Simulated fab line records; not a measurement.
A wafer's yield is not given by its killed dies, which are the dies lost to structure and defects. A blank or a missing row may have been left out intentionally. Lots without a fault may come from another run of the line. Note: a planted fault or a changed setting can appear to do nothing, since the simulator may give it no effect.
fab line records | flow n5_finfet
[record] lots = 10 | wafers = 28 | last_day = 19
route steps=1938 shown BEOL_M6@1212
lots untouched by any fault: they come from a run of this same line in which no faults occurred
start_h: hours from the record's opening day to when the first of the lot's shown wafers began | wait_h: hours since the lot's step before | " as in the row above | L1.1+2: one row covering several wafers at once | - no value, or no start given | * or withheld: withheld | < > ~ a bound
route shown NAME@n: names a module that has steps shown in the file, with the first one's number in the route | usual: mean/standard deviation of fault-free wafers | same: alike in all rows | chamber/n: place in a boat | sites: readings site by site | _std_site: the values' standard deviation | _edge_site: mean of outer sites minus mean of inner sites | radius_mm: how far each site lies from the wafer's centre | mask NAME#n: copy n | behind: tool/chamber where the wafer was last shaped | hold: why the lot was held/for how many hours/how that ended | device: whichever transistor did not switch (one of n, p or np) | end of line: at the end of the route, the tests of the same wafers | a step with no rows: only its recipe | killed: dies that structure and defects cost at the first sort, which is not the same as the wafer's yield | map: a wafer's dies, marking killed ones x, the rest . and places with no die _
set.NAME: setting as actually run; set.NAME@STEP: the setting as run at that earlier step | model.NAME: the simulator's own value behind a step, which no gauge read
one table for each step of the route and one row for each wafer, over a sample of lots
services: a tool's chamber out of use, with start hour (start_h, from the record's first day; less than 0 if before it), hours out, and reason
[[steps]]
[step N5_BEOL_M6_ETCH_62]
[recipe] chemistry = N2/H2 | target = SOC | target_depth_a = 1100 | overetch_a = 220 | mask_material = SiARC | temp_c = 40 | time_s = 165 | ion_energy_ev = 200 | pressure_mtorr = 30 | source_w = 840 | bias_w = 150 | n2_flow_sccm = 200 | h2_flow_sccm = 200
[usual] drypump_motor_current_A = 5.5/0.36 | oes_product_au = 0.68/0.066 | rf_fwd_power_W = 837.6/2.6 | rf_vpp_V = 524.5/2 | showerhead_plenum_p_Torr = 2.56/0.066 | throttle_valve_pct = 17.82/0.18
lot.wafer | tool        | chamber | start_h | wait_h | drypump_motor_current_A | oes_product_au | rf_fwd_power_W | rf_hours_counter_h | rf_vpp_V | showerhead_plenum_p_Torr | throttle_valve_pct
L609.2    | rie_diel-02 | 1       | 176.52  | 0.0    | 4.7                     | 0.70           | 839.6          | 93                 | 524.6    | 2.57                     | 17.99
L609.3    | "           | 2       | "       | "      | 5.5                     | 0.62           | 840.7          | 180                | 523.7    | 2.52                     | 17.71
L609.4    | "           | 3       | "       | "      | 5.1                     | 0.63           | 837.2          | 173                | 526.3    | 2.64                     | 17.74
L612.4    | rie_diel-01 | 2       | 205.14  | 0.1    | 6.1                     | 0.72           | 836.5          | -                  | 526.9    | 2.68                     | 17.56
L612.5    | "           | 3       | "       | "      | 5.7                     | 0.73           | 840.7          | -                  | 521.9    | 2.48                     | 17.62
L612.6    | "           | 1       | "       | "      | 5.9                     | 0.58           | 837.2          | -                  | 525.9    | 2.61                     | 17.96
L614.2    | rie_diel-02 | 0       | 225.83  | 0.0    | 5.7                     | 0.58           | 839.0          | 238                | 525.5    | 2.62                     | 18.35
L614.5    | "           | 0       | "       | "      | 5.7                     | 0.57           | 834.5          | -                  | 525.9    | 2.62                     | 18.37
L614.6    | "           | 3       | "       | "      | 5.1                     | 0.62           | 839.3          | -                  | 526.2    | 2.63                     | 17.76
L618.2    | rie_diel-04 | 2       | 241.07  | 0.0    | 5.5                     | 0.70           | 840.9          | 88                 | 526.3    | 2.57                     | 17.87
L618.3    | "           | 1       | "       | "      | 5.4                     | 0.73           | 838.0          | 48                 | 522.6    | 2.48                     | 17.82
L618.6    | "           | 0       | "       | "      | 5.8                     | 0.59           | 837.0          | -                  | 523.0    | 2.50                     | 17.92
L619.1    | rie_diel-01 | 3       | 261.82  | 0.0    | 5.7                     | 0.72           | 839.5          | 65                 | 522.3    | 2.47                     | 17.66
L619.2    | "           | 2       | "       | "      | 6.1                     | 0.71           | 833.1          | 75                 | 526.6    | 2.68                     | 17.59
L620.2    | rie_diel-04 | 3       | 272.82  | 0.0    | 5.6                     | 0.69           | 835.9          | 85                 | 524.3    | 2.56                     | 17.80
L620.3    | "           | 1       | "       | "      | 5.4                     | 0.72           | 841.4          | 61                 | 522.9    | 2.48                     | 17.85
L625.2    | rie_diel-01 | 2       | 294.07  | 0.0    | 6.1                     | 0.71           | 841.5          | 88                 | 526.4    | 2.67                     | 17.61
L625.3    | "           | 3       | "       | "      | 5.7                     | 0.70           | 839.6          | 78                 | 522.2    | 2.47                     | 17.68
L625.4    | "           | 2       | "       | "      | 6.1                     | 0.70           | 835.6          | -                  | 527.6    | 2.67                     | 17.61
L629.1    | rie_diel-02 | 1       | 319.23  | 0.0    | 4.7                     | 0.65           | 835.8          | 146                | 523.8    | 2.54                     | 18.07
L629.2    | "           | 0       | "       | "      | 5.7                     | 0.77           | 834.6          | 17                 | 525.9    | 2.61                     | 18.00
L629.3    | "           | 3       | "       | "      | 5.1                     | 0.60           | 841.0          | 228                | 526.6    | 2.61                     | 17.82
L630.2    | rie_diel-01 | 0       | 322.91  | 0.0    | 5.2                     | 0.69           | 839.0          | 103                | 528.6    | 2.67                     | 17.66
L630.3    | "           | 3       | "       | "      | 5.7                     | 0.69           | 835.9          | 87                 | 522.1    | 2.46                     | 17.69
L630.6    | "           | 0       | "       | "      | 5.2                     | 0.69           | 837.0          | -                  | 527.3    | 2.67                     | 17.65
L631.4    | rie_diel-04 | 3       | 346.92  | 0.0    | 5.6                     | 0.67           | 837.9          | 111                | 524.0    | 2.55                     | 17.86
L631.5    | "           | 1       | "       | "      | 5.4                     | 0.69           | 838.5          | -                  | 521.9    | 2.47                     | 17.89
L631.6    | "           | 2       | "       | "      | 5.4                     | 0.67           | 837.0          | -                  | 525.6    | 2.56                     | 17.95
[step N5_BEOL_M6_ETCH_72]
[recipe] chemistry = N2/H2 | target = underlayer | target_depth_a = 65 | mask_material = CAR-EUV | time_s = 5.2 | ion_energy_ev = 200 | pressure_mtorr = 30 | source_w = 840 | bias_w = 150 | n2_flow_sccm = 200 | h2_flow_sccm = 200 | ends = cleared
[usual] drypump_motor_current_A = 5.5/0.37 | etch_rf_on_time_s = 5.18/0.085 | oes_product_au = 0.68/0.071 | rf_fwd_power_W = 819.6/2.3 | rf_vpp_V = 524.5/2.2 | showerhead_plenum_p_Torr = 2.57/0.066 | throttle_valve_pct = 17.86/0.19
lot.wafer | tool        | chamber | start_h | wait_h | drypump_motor_current_A | etch_rf_on_time_s | oes_product_au | rf_fwd_power_W | rf_hours_counter_h | rf_vpp_V | showerhead_plenum_p_Torr | throttle_valve_pct
L609.2    | rie_diel-01 | 3       | 177.67  | 0.0    | 5.7                     | 5.13              | 0.75           | 817.2          | 40                 | 521.0    | 2.48                     | 17.61
L609.3    | "           | 1       | "       | "      | 5.9                     | 5.12              | 0.59           | 820.9          | 219                | 527.5    | 2.62                     | 17.93
L609.4    | "           | 0       | "       | "      | 5.2                     | 5.06              | 0.75           | 815.1          | 62                 | 525.7    | 2.68                     | 17.63
L612.4    | rie_diel-02 | 1       | 206.76  | 0.0    | 4.7                     | 5.19              | 0.69           | 815.8          | 103                | 525.4    | 2.56                     | 18.03
L612.5    | "           | 0       | "       | "      | 5.7                     | 5.08              | 0.59           | 818.8          | -                  | 525.4    | 2.62                     | 18.40
L612.6    | "           | 3       | "       | "      | 5.1                     | 5.32              | 0.62           | 819.5          | -                  | 524.5    | 2.63                     | 17.77
L614.2    | rie_diel-04 | 0       | 227.35  | 0.0    | 5.7                     | 5.29              | 0.60           | 819.9          | 235                | 523.0    | 2.50                     | 17.92
L614.5    | "           | 2       | "       | "      | 5.4                     | 5.20              | 0.70           | 821.0          | -                  | 525.1    | 2.58                     | 17.90
L614.6    | "           | 3       | "       | "      | 5.6                     | 5.14              | 0.71           | 815.5          | -                  | 523.3    | 2.57                     | 17.80
L618.2    | rie_diel-04 | 0       | 242.32  | 0.0    | 5.8                     | 5.32              | 0.59           | 822.9          | 240                | 521.9    | 2.50                     | 17.94
L618.3    | "           | 2       | "       | "      | 5.4                     | 5.18              | 0.71           | 820.5          | 88                 | 525.2    | 2.57                     | 17.93
L618.6    | "           | 1       | "       | "      | 5.4                     | 5.21              | 0.73           | 818.1          | -                  | 524.3    | 2.48                     | 17.87
L619.1    | rie_diel-04 | 3       | 264.24  | 0.0    | 5.6                     | 5.06              | 0.70           | 822.6          | 81                 | 523.9    | 2.57                     | 17.81
L619.2    | "           | 1       | "       | "      | 5.4                     | 3.40              | 0.93           | 819.3          | 58                 | 522.0    | 2.48                     | 17.94
L620.2    | rie_diel-04 | 1       | 275.71  | 0.0    | 5.4                     | 3.38              | 0.93           | 820.1          | 61                 | 520.3    | 2.48                     | 17.94
L620.3    | "           | 3       | "       | "      | 5.6                     | 5.04              | 0.71           | 819.5          | 85                 | 526.3    | 2.56                     | 17.86
L625.2    | rie_diel-02 | 3       | 297.07  | 0.0    | 5.1                     | 5.33              | 0.60           | 818.6          | 218                | 526.8    | 2.62                     | 17.84
L625.3    | "           | 1       | "       | "      | 4.7                     | 5.24              | 0.66           | 819.1          | 137                | 523.7    | 2.55                     | 18.12
L625.4    | "           | 1       | "       | "      | 4.7                     | 5.28              | 0.65           | 821.3          | -                  | 521.6    | 2.55                     | 18.09
L629.1    | rie_diel-01 | 3       | 321.17  | 0.0    | 5.7                     | 5.21              | 0.69           | 821.8          | 87                 | 519.9    | 2.46                     | 17.70
L629.2    | "           | 0       | "       | "      | 5.3                     | 5.17              | 0.70           | 821.3          | 102                | 527.7    | 2.67                     | 17.69
L629.3    | "           | 2       | "       | "      | 6.0                     | 5.23              | 0.69           | 823.3          | 98                 | 526.5    | 2.67                     | 17.64
L630.2    | rie_diel-02 | 2       | 324.70  | 0.0    | 5.5                     | 5.16              | 0.59           | 821.8          | 227                | 523.6    | 2.50                     | 17.82
L630.3    | "           | 0       | "       | "      | 5.7                     | 4.97              | 0.78           | 816.9          | 19                 | 526.4    | 2.61                     | 18.02
L630.6    | "           | 2       | "       | "      | 5.5                     | 5.12              | 0.60           | 820.7          | -                  | 522.5    | 2.50                     | 17.80
L631.4    | rie_diel-02 | 3       | 349.58  | 0.0    | 5.1                     | 5.30              | 0.59           | 820.3          | 239                | 526.8    | 2.61                     | 17.87
L631.5    | "           | 2       | "       | "      | 5.5                     | 5.24              | 0.59           | 813.6          | -                  | 522.0    | 2.50                     | 17.85
L631.6    | "           | 1       | "       | "      | 4.6                     | 5.24              | 0.65           | 824.2          | -                  | 521.7    | 2.54                     | 18.13
[step N5_BEOL_M6_VIA_ETCH_34]
[recipe] chemistry = C4F6/O2 | target = SiCOH_lowk | target_depth_a = 1263 | mask_material = SOC | taper_deg = 4 | time_s = 50.9 | ion_energy_ev = 250 | pressure_mtorr = 30 | source_w = 345 | bias_w = 185 | Ar_flow_sccm = 300 | C4F6_flow_sccm = 10 | O2_flow_sccm = 10
[usual] drypump_motor_current_A = 5.5/0.37 | oes_product_au = 0.80/0.085 | rf_fwd_power_W = 341.5/1.3 | rf_vpp_V = 666/9.2 | showerhead_plenum_p_Torr = 2.87/0.071 | throttle_valve_pct = 20.90/0.17
lot.wafer | tool        | chamber | start_h | wait_h | drypump_motor_current_A | oes_product_au | rf_fwd_power_W | rf_hours_counter_h | rf_vpp_V | showerhead_plenum_p_Torr | throttle_valve_pct
L609.2    | rie_diel-01 | 3       | 177.82  | 0.0    | 5.7                     | 0.87           | 343.1          | 40                 | 659      | 2.78                     | 20.68
L609.3    | "           | 1       | "       | "      | 5.9                     | 0.68           | 339.9          | 219                | 669      | 2.93                     | 20.95
L609.4    | "           | 0       | "       | "      | 5.3                     | 0.86           | 341.0          | 62                 | 684      | 3.00                     | 20.64
L612.4    | rie_diel-02 | 1       | 206.90  | 0.0    | 4.7                     | 0.81           | 339.6          | 103                | 666      | 2.87                     | 21.16
L612.5    | "           | 0       | "       | "      | 5.7                     | 0.68           | 344.0          | -                  | 667      | 2.91                     | 21.26
L612.6    | "           | 3       | "       | "      | 5.1                     | 0.72           | 341.6          | -                  | 670      | 2.95                     | 20.88
L614.2    | rie_diel-04 | 0       | 227.49  | 0.0    | 5.7                     | 0.69           | 341.4          | 235                | 660      | 2.80                     | 21.01
L614.5    | "           | 2       | "       | "      | 5.4                     | 0.83           | 341.8          | -                  | 653      | 2.88                     | 20.94
L614.6    | "           | 3       | "       | "      | 5.6                     | 0.84           | 340.4          | -                  | 660      | 2.89                     | 20.93
L618.2    | rie_diel-04 | 0       | 242.46  | 0.0    | 5.8                     | 0.69           | 342.1          | 240                | 660      | 2.80                     | 21.02
L618.3    | "           | 2       | "       | "      | 5.4                     | 0.83           | 342.0          | 88                 | 651      | 2.88                     | 20.94
L618.6    | "           | 1       | "       | "      | 5.4                     | 0.87           | 341.4          | -                  | 653      | 2.78                     | 20.82
L619.1    | rie_diel-04 | 3       | 264.39  | 0.0    | 5.6                     | 0.81           | 340.7          | 81                 | 661      | 2.88                     | 20.94
L619.2    | "           | 1       | "       | "      | 5.4                     | 0.86           | 341.5          | 58                 | 652      | 2.77                     | 20.83
L620.2    | rie_diel-04 | 1       | 275.86  | 0.0    | 5.4                     | 0.85           | 343.2          | 61                 | 653      | 2.77                     | 20.83
L620.3    | "           | 3       | "       | "      | 5.6                     | 0.82           | 340.5          | 85                 | 661      | 2.88                     | 20.95
L625.2    | rie_diel-02 | 3       | 297.21  | 0.0    | 5.1                     | 0.70           | 340.0          | 218                | 669      | 2.93                     | 20.91
L625.3    | "           | 1       | "       | "      | 4.7                     | 0.78           | 342.3          | 137                | 665      | 2.86                     | 21.19
L625.4    | "           | 1       | "       | "      | 4.6                     | 0.79           | 342.2          | -                  | 666      | 2.86                     | 21.22
L629.1    | rie_diel-01 | 3       | 321.31  | 0.0    | 5.7                     | 0.82           | 340.5          | 87                 | 660      | 2.76                     | 20.76
L629.2    | "           | 0       | "       | "      | 5.3                     | 0.82           | 342.1          | 102                | 685      | 2.98                     | 20.70
L629.3    | "           | 2       | "       | "      | 6.1                     | 0.81           | 342.3          | 98                 | 675      | 2.98                     | 20.74
L630.2    | rie_diel-02 | 2       | 324.84  | 0.0    | 5.5                     | 0.70           | 341.4          | 227                | 679      | 2.81                     | 20.88
L630.3    | "           | 0       | "       | "      | 5.7                     | 0.92           | 340.5          | 19                 | 666      | 2.89                     | 20.95
L630.6    | "           | 2       | "       | "      | 5.5                     | 0.69           | 340.1          | -                  | 677      | 2.81                     | 20.87
L631.4    | rie_diel-02 | 3       | 349.72  | 0.0    | 5.1                     | 0.68           | 339.4          | 239                | 670      | 2.92                     | 20.96
L631.5    | "           | 2       | "       | "      | 5.5                     | 0.69           | 340.0          | -                  | 678      | 2.81                     | 20.88
L631.6    | "           | 1       | "       | "      | 4.7                     | 0.76           | 343.3          | -                  | 667      | 2.85                     | 21.24
[step N5_BEOL_M6_STRIP_80]
[recipe] chemistry = N2/H2 | time_s = 10 | power_w = 450 | temp_c = 40 | pressure_mtorr = 20 | rf_frequency_hz = 6e+07 | bias_power_w = 7 | n2_flow_sccm = 200 | h2_flow_sccm = 200
[usual] drypump_motor_current_A = 5.5/0.37 | oes_product_au = 0.80/0.085 | rf_vpp_V = 59.3/0.89 | showerhead_plenum_p_Torr = 2.56/0.066 | throttle_valve_pct = 23.62/0.23
lot.wafer | tool        | chamber | start_h | wait_h | drypump_motor_current_A | oes_product_au | rf_hours_counter_h | rf_vpp_V | showerhead_plenum_p_Torr | throttle_valve_pct
L609.2    | rie_diel-01 | 3       | -       | -      | 5.7                     | 0.88           | 40                 | 60.4     | 2.48                     | 23.36
L609.3    | "           | 1       | "       | "      | 5.9                     | 0.68           | 219                | 59.2     | 2.61                     | 23.76
L609.4    | "           | 0       | "       | "      | 5.3                     | 0.86           | 62                 | 60.1     | 2.68                     | 23.42
L612.4    | rie_diel-02 | 1       | -       | -      | 4.7                     | 0.82           | 103                | 58.9     | 2.56                     | 23.79
L612.5    | "           | 0       | "       | "      | 5.7                     | 0.69           | -                  | 59.8     | 2.62                     | 24.21
L612.6    | "           | 3       | "       | "      | 5.1                     | 0.73           | -                  | 59.5     | 2.63                     | 23.41
L614.2    | rie_diel-04 | 0       | -       | -      | 5.7                     | 0.69           | 235                | 60.7     | 2.50                     | 23.51
L614.5    | "           | 2       | "       | "      | 5.4                     | 0.83           | -                  | 60.1     | 2.57                     | 23.73
L614.6    | "           | 3       | "       | "      | 5.6                     | 0.83           | -                  | 59.5     | 2.57                     | 23.57
L618.2    | rie_diel-04 | 0       | -       | -      | 5.8                     | 0.70           | 240                | 59.5     | 2.49                     | 23.53
L618.3    | "           | 2       | "       | "      | 5.3                     | 0.84           | 88                 | 57.6     | 2.57                     | 23.74
L618.6    | "           | 1       | "       | "      | 5.4                     | 0.87           | -                  | 58.6     | 2.48                     | 23.81
L619.1    | rie_diel-04 | 3       | -       | -      | 5.6                     | 0.83           | 81                 | 60.2     | 2.56                     | 23.59
L619.2    | "           | 1       | "       | "      | 5.4                     | 0.87           | 58                 | 59.5     | 2.48                     | 23.80
L620.2    | rie_diel-04 | 1       | -       | -      | 5.4                     | 0.86           | 61                 | 58.7     | 2.47                     | 23.80
L620.3    | "           | 3       | "       | "      | 5.6                     | 0.81           | 85                 | 60.5     | 2.56                     | 23.59
L625.2    | rie_diel-02 | 3       | -       | -      | 5.1                     | 0.70           | 218                | 58.7     | 2.61                     | 23.46
L625.3    | "           | 1       | "       | "      | 4.7                     | 0.78           | 137                | 58.4     | 2.54                     | 23.84
L625.4    | "           | 1       | "       | "      | 4.6                     | 0.78           | -                  | 57.2     | 2.54                     | 23.84
L629.1    | rie_diel-01 | 3       | -       | -      | 5.7                     | 0.82           | 87                 | 57.6     | 2.46                     | 23.41
L629.2    | "           | 0       | "       | "      | 5.3                     | 0.83           | 102                | 60.8     | 2.66                     | 23.50
L629.3    | "           | 2       | "       | "      | 6.1                     | 0.81           | 98                 | 60.4     | 2.66                     | 23.44
L630.2    | rie_diel-02 | 2       | -       | -      | 5.5                     | 0.69           | 227                | 60.2     | 2.50                     | 23.51
L630.3    | "           | 0       | "       | "      | 5.7                     | 0.92           | 19                 | 58.3     | 2.60                     | 23.92
L630.6    | "           | 2       | "       | "      | 5.5                     | 0.69           | -                  | 59.6     | 2.50                     | 23.52
L631.4    | rie_diel-02 | 3       | -       | -      | 5.1                     | 0.68           | 239                | 59.0     | 2.61                     | 23.48
L631.5    | "           | 2       | "       | "      | 5.5                     | 0.68           | -                  | 59.7     | 2.50                     | 23.53
L631.6    | "           | 1       | "       | "      | 4.7                     | 0.76           | -                  | 59.0     | 2.53                     | 23.86
[[services]]
tool        | chamber | start_h | hours | kind
rie_diel-02 | -       | 159.50  | 1.4   | repair
rie_diel-01 | 0       | 183.85  | 7.7   | repair
rie_diel-02 | 3       | 195.74  | 3.8   | repair
rie_diel-04 | 1       | 207.48  | 14.3  | repair
rie_diel-04 | -       | 209.64  | 0.6   | repair
rie_diel-04 | 0       | 217.81  | 6.3   | repair
rie_diel-02 | 2       | 227.15  | 4.2   | repair
rie_diel-01 | -       | 238.63  | 15.6  | pm
rie_diel-02 | 2       | 252.28  | 2.4   | repair
rie_diel-02 | 0       | 259.23  | -     | clean
rie_diel-02 | 0       | 259.23  | -     | consumable_replace:focus_ring
rie_diel-02 | 0       | 259.23  | 17.7  | scheduled_down
rie_diel-02 | 0       | 259.23  | 17.7  | vent_cycle
rie_diel-01 | 0       | 259.64  | 4.1   | repair
rie_diel-02 | -       | 260.12  | 2.8   | pm
rie_diel-04 | 0       | 267.31  | -     | clean
rie_diel-04 | 0       | 267.31  | -     | consumable_replace:focus_ring
rie_diel-04 | 0       | 267.31  | 12.7  | scheduled_down
rie_diel-04 | 0       | 267.31  | 12.7  | vent_cycle
rie_diel-01 | 1       | 277.87  | -     | clean
rie_diel-04 | -       | 297.70  | 2.8   | pm
rie_diel-01 | -       | 310.45  | 2.8   | pm
rie_diel-01 | 0       | 331.37  | 1.3   | repair
rie_diel-01 | -       | 334.23  | 0.9   | repair
[[key]]
[first_sign] step = N5_BEOL_M6_ETCH_72 | reading = etch_rf_on_time_s | direction = down | sigmas = 21 | usual = * | struck = *
[effect] step = N5_BEOL_M6_ETCH_72 | reading = oes_product_au | direction = up | sigmas = 3.5 | usual = 0.68 | struck = 0.93
met_at N5_BEOL_M6_ETCH_72
struck_lots L619,L620
struck_wafers L619.2,L620.2
not_acting_at N5_BEOL_M6_ETCH_62,N5_BEOL_M6_VIA_ETCH_34,N5_BEOL_M6_STRIP_80
onset_between 242.32 264.24
[fault] kind = process_parameter_drift | tool = rie_diel-04 | chamber = 1 | onset_h = 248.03 | steps = N5_BEOL_M6_ETCH_72 | channel = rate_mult | offset = 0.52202 | shape = step
